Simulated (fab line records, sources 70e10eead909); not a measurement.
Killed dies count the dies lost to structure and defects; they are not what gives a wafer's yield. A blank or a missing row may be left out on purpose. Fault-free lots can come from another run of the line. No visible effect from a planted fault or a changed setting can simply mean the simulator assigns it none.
Which of the tools did it? :: flow nandHarc :: 42 wafers from 14 lots sampled at 4 of the route's 1302 steps

WHAT THE GAUGES SHOWED, per wafer
The record lacks any reading of a measuring or inspecting step that a usual standard deviation could be used to judge.

EACH LOT AND THE TOOL THAT RAN IT (in order: tool; ch and the chambers of the sampled wafers; start)
lot: L797
NHARC_A_M1_DEP_33: pecvd-02 ch 0,2, day 23 08:08
NHARC_A_BONDPAD_DESCUM_11: rieDiel-11 ch 0,1, day 23 10:08
NHARC_A_BONDPAD_ETCH_34: rieDiel-11 ch 0,1,2, day 23 10:14
NHARC_A_BONDPAD_PRE_CLEAN_26: pvdSputter-02, no start

lot: L798
NHARC_A_M1_DEP_33: pecvd-02 ch 0,1,2, day 24 00:09
NHARC_A_BONDPAD_DESCUM_11: rieDiel-09 ch 1,2,3, day 24 02:16
NHARC_A_BONDPAD_ETCH_34: rieDiel-09 ch 0,1,2, day 24 02:22
NHARC_A_BONDPAD_PRE_CLEAN_26: pvdSputter-03, no start

lot: L800
NHARC_A_M1_DEP_33: pecvd-04 ch 0,1, day 24 05:46
NHARC_A_BONDPAD_DESCUM_11: rieDiel-09 ch 1,2, day 24 07:44
NHARC_A_BONDPAD_ETCH_34: rieDiel-09 ch 1,2,3, day 24 07:50
NHARC_A_BONDPAD_PRE_CLEAN_26: pvdSputter-01, no start

lot: L799
NHARC_A_M1_DEP_33: pecvd-02 ch 1,2, day 24 06:39
NHARC_A_BONDPAD_DESCUM_11: rieDiel-02 ch 0,1,2, day 24 08:34
NHARC_A_BONDPAD_ETCH_34: rieDiel-02 ch 0,1,2, day 24 08:40
NHARC_A_BONDPAD_PRE_CLEAN_26: pvdSputter-03, no start

lot: L801
NHARC_A_M1_DEP_33: pecvd-02 ch 0,1,2, day 24 21:56
NHARC_A_BONDPAD_DESCUM_11: rieDiel-11 ch 1,2,3, day 24 23:56
NHARC_A_BONDPAD_ETCH_34: rieDiel-11 ch 1,2,3, day 25 00:01
NHARC_A_BONDPAD_PRE_CLEAN_26: pvdSputter-03, no start

lot: L804
NHARC_A_M1_DEP_33: pecvd-03 ch 0,1,2, day 26 06:24
NHARC_A_BONDPAD_DESCUM_11: rieDiel-11 ch 1,2,3, day 26 08:08
NHARC_A_BONDPAD_ETCH_34: rieDiel-11 ch 0,2,3, day 26 08:14
NHARC_A_BONDPAD_PRE_CLEAN_26: pvdSputter-02, no start

lot: L803
NHARC_A_M1_DEP_33: pecvd-04 ch 0,2, day 26 06:44
NHARC_A_BONDPAD_DESCUM_11: rieDiel-11 ch 0,1,3, day 26 08:43
NHARC_A_BONDPAD_ETCH_34: rieDiel-11 ch 0,1,3, day 26 08:47
NHARC_A_BONDPAD_PRE_CLEAN_26: pvdSputter-01, no start

lot: L807
NHARC_A_M1_DEP_33: pecvd-02 ch 0,1, day 27 07:39
NHARC_A_BONDPAD_DESCUM_11: rieDiel-09 ch 0,1,2, day 27 09:40
NHARC_A_BONDPAD_ETCH_34: rieDiel-09 ch 1,2,3, day 27 09:45
NHARC_A_BONDPAD_PRE_CLEAN_26: pvdSputter-02, no start

lot: L811
NHARC_A_M1_DEP_33: pecvd-04 ch 0,1,2, day 29 05:22
NHARC_A_BONDPAD_DESCUM_11: rieDiel-11 ch 0,1,2, day 29 07:25
NHARC_A_BONDPAD_ETCH_34: rieDiel-11 ch 0,1,3, day 29 07:31
NHARC_A_BONDPAD_PRE_CLEAN_26: pvdSputter-02, no start

lot: L812
NHARC_A_M1_DEP_33: pecvd-04 ch 1,2, day 29 19:28
NHARC_A_BONDPAD_DESCUM_11: rieDiel-11 ch 0,3, day 29 21:21
NHARC_A_BONDPAD_ETCH_34: rieDiel-11 ch 0,1,3, day 29 21:26
NHARC_A_BONDPAD_PRE_CLEAN_26: pvdSputter-02, no start

lot: L814
NHARC_A_M1_DEP_33: pecvd-04 ch 0,1, day 30 18:05
NHARC_A_BONDPAD_DESCUM_11: rieDiel-02 ch 0,1,3, day 30 20:07
NHARC_A_BONDPAD_ETCH_34: rieDiel-02 ch 0,1,2, day 30 20:13
NHARC_A_BONDPAD_PRE_CLEAN_26: pvdSputter-01, no start

lot: L817
NHARC_A_M1_DEP_33: pecvd-03 ch 0,1,2, day 32 01:26
NHARC_A_BONDPAD_DESCUM_11: rieDiel-02 ch 2,3, day 32 03:11
NHARC_A_BONDPAD_ETCH_34: rieDiel-02 ch 1,2, day 32 03:16
NHARC_A_BONDPAD_PRE_CLEAN_26: pvdSputter-01, no start

lot: L818
NHARC_A_M1_DEP_33: pecvd-02 ch 0,1,2, day 32 02:57
NHARC_A_BONDPAD_DESCUM_11: rieDiel-11 ch 0,1,2, day 32 04:49
NHARC_A_BONDPAD_ETCH_34: rieDiel-11 ch 0,1,3, day 32 04:53
NHARC_A_BONDPAD_PRE_CLEAN_26: pvdSputter-02, no start

lot: L819
NHARC_A_M1_DEP_33: pecvd-03 ch 0,1,2, day 33 03:02
NHARC_A_BONDPAD_DESCUM_11: rieDiel-11 ch 1,2, day 33 04:56
NHARC_A_BONDPAD_ETCH_34: rieDiel-11 ch 1,2,3, day 33 05:01
NHARC_A_BONDPAD_PRE_CLEAN_26: pvdSputter-03, no start
- NHARC_A_M1_DEP_33: deposits SiCN, target thk 30 nm.
- NHARC_A_BONDPAD_DESCUM_11: chemistry O2, time 3 s.
- NHARC_A_BONDPAD_ETCH_34: etches the open film in N2/H2, target depth 60 nm, overetch 18 nm, time 65.91 s.
- NHARC_A_BONDPAD_PRE_CLEAN_26: time 30 s.

WHAT THE TOOLS THEMSELVES READ (means of the sampled wafers that have a number; where no wafer has one, the mark that the record gives instead)
NHARC_A_M1_DEP_33. Usual: chamberPressureTorr 3.000 Torr, standard deviation 0.0058; heaterPowerW 611 W, standard deviation 74.
lot: L797
tool: pecvd-02
chamberPressureTorr (Torr): 3.000
heaterPowerW (W): 565
flag: 

lot: L798
tool: pecvd-02
chamberPressureTorr (Torr): 3.004
heaterPowerW (W): 580
flag: 

lot: L800
tool: pecvd-04
chamberPressureTorr (Torr): 3.000
heaterPowerW (W): 661
flag: 

lot: L799
tool: pecvd-02
chamberPressureTorr (Torr): 3.001
heaterPowerW (W): 571
flag: 

lot: L801
tool: pecvd-02
chamberPressureTorr (Torr): 2.995
heaterPowerW (W): 604
flag: 

lot: L804
tool: pecvd-03
chamberPressureTorr (Torr): 3.000
heaterPowerW (W): 585
flag: 

lot: L803
tool: pecvd-04
chamberPressureTorr (Torr): 3.005
heaterPowerW (W): 650
flag: 

lot: L807
tool: pecvd-02
chamberPressureTorr (Torr): 3.003
heaterPowerW (W): 589
flag: 

lot: L811
tool: pecvd-04
chamberPressureTorr (Torr): 3.000
heaterPowerW (W): 628
flag: 

lot: L812
tool: pecvd-04
chamberPressureTorr (Torr): 3.006
heaterPowerW (W): 655
flag: 

lot: L814
tool: pecvd-04
chamberPressureTorr (Torr): 3.000
heaterPowerW (W): 666
flag: 

lot: L817
tool: pecvd-03
chamberPressureTorr (Torr): 2.990
heaterPowerW (W): 601
flag: 

lot: L818
tool: pecvd-02
chamberPressureTorr (Torr): 3.000
heaterPowerW (W): 594
flag: 

lot: L819
tool: pecvd-03
chamberPressureTorr (Torr): 3.002
heaterPowerW (W): 596
flag: 

NHARC_A_BONDPAD_DESCUM_11. Usual: drypumpMotorCurrentA 5.7 A, standard deviation 0.48; oesProductAu 0.997 a.u., standard deviation 0.016; rfVppV 57.8 V, standard deviation 0.87; showerheadPlenumPTorr 1.92 Torr, standard deviation 0.08; throttleValvePct 11.311 %, standard deviation 0.0087.
lot: L797
tool: rieDiel-11
drypumpMotorCurrentA (A): 5.3
oesProductAu (a.u.): 0.992
rfVppV (V): 58.4
showerheadPlenumPTorr (Torr): 1.99
throttleValvePct (%): 11.305
flag: 

lot: L798
tool: rieDiel-09
drypumpMotorCurrentA (A): 6.0
oesProductAu (a.u.): 0.995
rfVppV (V): 58.3
showerheadPlenumPTorr (Torr): 1.98
throttleValvePct (%): 11.308
flag: 

lot: L800
tool: rieDiel-09
drypumpMotorCurrentA (A): 6.1
oesProductAu (a.u.): 0.998
rfVppV (V): 58.2
showerheadPlenumPTorr (Torr): 2.02
throttleValvePct (%): 11.301
flag: 

lot: L799
tool: rieDiel-02
drypumpMotorCurrentA (A): 5.4
oesProductAu (a.u.): 0.996
rfVppV (V): 58.1
showerheadPlenumPTorr (Torr): 1.85
throttleValvePct (%): 11.309
flag: 

lot: L801
tool: rieDiel-11
drypumpMotorCurrentA (A): 5.8
oesProductAu (a.u.): 1.012
rfVppV (V): 58.1
showerheadPlenumPTorr (Torr): 1.90
throttleValvePct (%): 11.309
flag: 

lot: L804
tool: rieDiel-11
drypumpMotorCurrentA (A): 5.9
oesProductAu (a.u.): 1.010
rfVppV (V): 57.8
showerheadPlenumPTorr (Torr): 1.90
throttleValvePct (%): 11.314
flag: 

lot: L803
tool: rieDiel-11
drypumpMotorCurrentA (A): 5.5
oesProductAu (a.u.): 1.008
rfVppV (V): 57.4
showerheadPlenumPTorr (Torr): 1.94
throttleValvePct (%): 11.302
flag: 

lot: L807
tool: rieDiel-09
drypumpMotorCurrentA (A): 6.1
oesProductAu (a.u.): 0.997
rfVppV (V): 57.6
showerheadPlenumPTorr (Torr): 1.94
throttleValvePct (%): 11.309
flag: 

lot: L811
tool: rieDiel-11
drypumpMotorCurrentA (A): 5.7
oesProductAu (a.u.): 0.990
rfVppV (V): 58.3
showerheadPlenumPTorr (Torr): 1.94
throttleValvePct (%): 11.317
flag: 

lot: L812
tool: rieDiel-11
drypumpMotorCurrentA (A): 5.7
oesProductAu (a.u.): 1.001
rfVppV (V): 57.8
showerheadPlenumPTorr (Torr): 1.94
throttleValvePct (%): 11.316
flag: 

lot: L814
tool: rieDiel-02
drypumpMotorCurrentA (A): 5.5
oesProductAu (a.u.): 0.991
rfVppV (V): 57.6
showerheadPlenumPTorr (Torr): 1.91
throttleValvePct (%): 11.312
flag: 

lot: L817
tool: rieDiel-02
drypumpMotorCurrentA (A): 6.0
oesProductAu (a.u.): 1.012
rfVppV (V): 57.5
showerheadPlenumPTorr (Torr): 1.99
throttleValvePct (%): 11.313
flag: 

lot: L818
tool: rieDiel-11
drypumpMotorCurrentA (A): 5.7
oesProductAu (a.u.): 0.982
rfVppV (V): 58.0
showerheadPlenumPTorr (Torr): 1.94
throttleValvePct (%): 11.307
flag: 

lot: L819
tool: rieDiel-11
drypumpMotorCurrentA (A): 6.0
oesProductAu (a.u.): 0.977
rfVppV (V): 58.3
showerheadPlenumPTorr (Torr): 1.90
throttleValvePct (%): 11.313
flag: 

NHARC_A_BONDPAD_ETCH_34. Usual: drypumpMotorCurrentA 5.7 A, standard deviation 0.48; oesProductAu 0.995 a.u., standard deviation 0.016; rfVppV 430.7 V, standard deviation 2.6; runLengthS 87.2 s, standard deviation 0.47; showerheadPlenumPTorr 2.05 Torr, standard deviation 0.087; throttleValvePct 14.172 %, standard deviation 0.009.
lot: L797
tool: rieDiel-11
drypumpMotorCurrentA (A): 5.7
oesProductAu (a.u.): 0.999
rfVppV (V): 431.6
runLengthS (s): 87.4
showerheadPlenumPTorr (Torr): 2.07
throttleValvePct (%): 14.168
flag: 

lot: L798
tool: rieDiel-09
drypumpMotorCurrentA (A): 6.1
oesProductAu (a.u.): 0.994
rfVppV (V): 431.7
runLengthS (s): 87.1
showerheadPlenumPTorr (Torr): 2.08
throttleValvePct (%): 14.172
flag: 

lot: L800
tool: rieDiel-09
drypumpMotorCurrentA (A): 6.0
oesProductAu (a.u.): 0.991
rfVppV (V): 431.6
runLengthS (s): 87.4
showerheadPlenumPTorr (Torr): 2.12
throttleValvePct (%): 14.170
flag: 

lot: L799
tool: rieDiel-02
drypumpMotorCurrentA (A): 5.4
oesProductAu (a.u.): 0.997
rfVppV (V): 427.7
runLengthS (s): 87.1
showerheadPlenumPTorr (Torr): 1.97
throttleValvePct (%): 14.176
flag: 

lot: L801
tool: rieDiel-11
drypumpMotorCurrentA (A): 5.9
oesProductAu (a.u.): 1.013
rfVppV (V): 430.7
runLengthS (s): 87.0
showerheadPlenumPTorr (Torr): 2.02
throttleValvePct (%): 14.172
flag: 

lot: L804
tool: rieDiel-11
drypumpMotorCurrentA (A): 6.0
oesProductAu (a.u.): 1.011
rfVppV (V): 431.9
runLengthS (s): 87.2
showerheadPlenumPTorr (Torr): 2.07
throttleValvePct (%): 14.176
flag: 

lot: L803
tool: rieDiel-11
drypumpMotorCurrentA (A): 5.5
oesProductAu (a.u.): 1.008
rfVppV (V): 431.2
runLengthS (s): 87.5
showerheadPlenumPTorr (Torr): 2.06
throttleValvePct (%): 14.170
flag: 

lot: L807
tool: rieDiel-09
drypumpMotorCurrentA (A): 6.0
oesProductAu (a.u.): 0.981
rfVppV (V): 432.9
runLengthS (s): 87.3
showerheadPlenumPTorr (Torr): 2.11
throttleValvePct (%): 14.181
flag: 

lot: L811
tool: rieDiel-11
drypumpMotorCurrentA (A): 5.5
oesProductAu (a.u.): 0.993
rfVppV (V): 431.4
runLengthS (s): 79.9
showerheadPlenumPTorr (Torr): 2.06
throttleValvePct (%): 14.163
flag: OFF

lot: L812
tool: rieDiel-11
drypumpMotorCurrentA (A): 5.5
oesProductAu (a.u.): 0.998
rfVppV (V): 431.6
runLengthS (s): 79.6
showerheadPlenumPTorr (Torr): 2.06
throttleValvePct (%): 14.181
flag: OFF

lot: L814
tool: rieDiel-02
drypumpMotorCurrentA (A): 5.5
oesProductAu (a.u.): 0.998
rfVppV (V): 428.2
runLengthS (s): 87.3
showerheadPlenumPTorr (Torr): 1.96
throttleValvePct (%): 14.185
flag: 

lot: L817
tool: rieDiel-02
drypumpMotorCurrentA (A): 5.6
oesProductAu (a.u.): 1.004
rfVppV (V): 427.7
runLengthS (s): 87.5
showerheadPlenumPTorr (Torr): 1.94
throttleValvePct (%): 14.167
flag: 

lot: L818
tool: rieDiel-11
drypumpMotorCurrentA (A): 5.5
oesProductAu (a.u.): 0.999
rfVppV (V): 431.0
runLengthS (s): 87.1
showerheadPlenumPTorr (Torr): 2.06
throttleValvePct (%): 14.173
flag: 

lot: L819
tool: rieDiel-11
drypumpMotorCurrentA (A): 5.9
oesProductAu (a.u.): 0.995
rfVppV (V): 429.9
runLengthS (s): 86.8
showerheadPlenumPTorr (Torr): 2.02
throttleValvePct (%): 14.177
flag: 

NHARC_A_BONDPAD_PRE_CLEAN_26. Usual: heaterPowerW at 427 W, with a standard deviation of 36.
lot: L797
tool: pvdSputter-02
heaterPowerW (W): 421
flag: 

lot: L798
tool: pvdSputter-03
heaterPowerW (W): 412
flag: 

lot: L800
tool: pvdSputter-01
heaterPowerW (W): 429
flag: 

lot: L799
tool: pvdSputter-03
heaterPowerW (W): 411
flag: 

lot: L801
tool: pvdSputter-03
heaterPowerW (W): 439
flag: 

lot: L804
tool: pvdSputter-02
heaterPowerW (W): 446
flag: 

lot: L803
tool: pvdSputter-01
heaterPowerW (W): 447
flag: 

lot: L807
tool: pvdSputter-02
heaterPowerW (W): 398
flag: 

lot: L811
tool: pvdSputter-02
heaterPowerW (W): 446
flag: 

lot: L812
tool: pvdSputter-02
heaterPowerW (W): 393
flag: 

lot: L814
tool: pvdSputter-01
heaterPowerW (W): 412
flag: 

lot: L817
tool: pvdSputter-01
heaterPowerW (W): 403
flag: 

lot: L818
tool: pvdSputter-02
heaterPowerW (W): 432
flag: 

lot: L819
tool: pvdSputter-03
heaterPowerW (W): 433
flag: 

THE ANSWER, worked out from the rows above alone
Rule: lot off if the mean of its wafers having a number is beyond 3 standard deviations from the usual mean. Also off: a lot with no number at a reading for which 4 or more lots have one. Where the step has rows for the other lots, those lots are counted as sound. The gauges are gone through in route order, then the tools' own readings, and for those a lot's mean is taken as printed above. At the first step where some lot is off, the reading lying furthest off is the one used; lots without a number count as furthest.
Off: L811, L812 (NHARC_A_BONDPAD_ETCH_34, runLengthS).
A tool fits if, at that step or a process step before it, it ran every lot that is off, and no sound lot after the first of them. None of those tried fits.

WHAT THE SIMULATOR PUT IN
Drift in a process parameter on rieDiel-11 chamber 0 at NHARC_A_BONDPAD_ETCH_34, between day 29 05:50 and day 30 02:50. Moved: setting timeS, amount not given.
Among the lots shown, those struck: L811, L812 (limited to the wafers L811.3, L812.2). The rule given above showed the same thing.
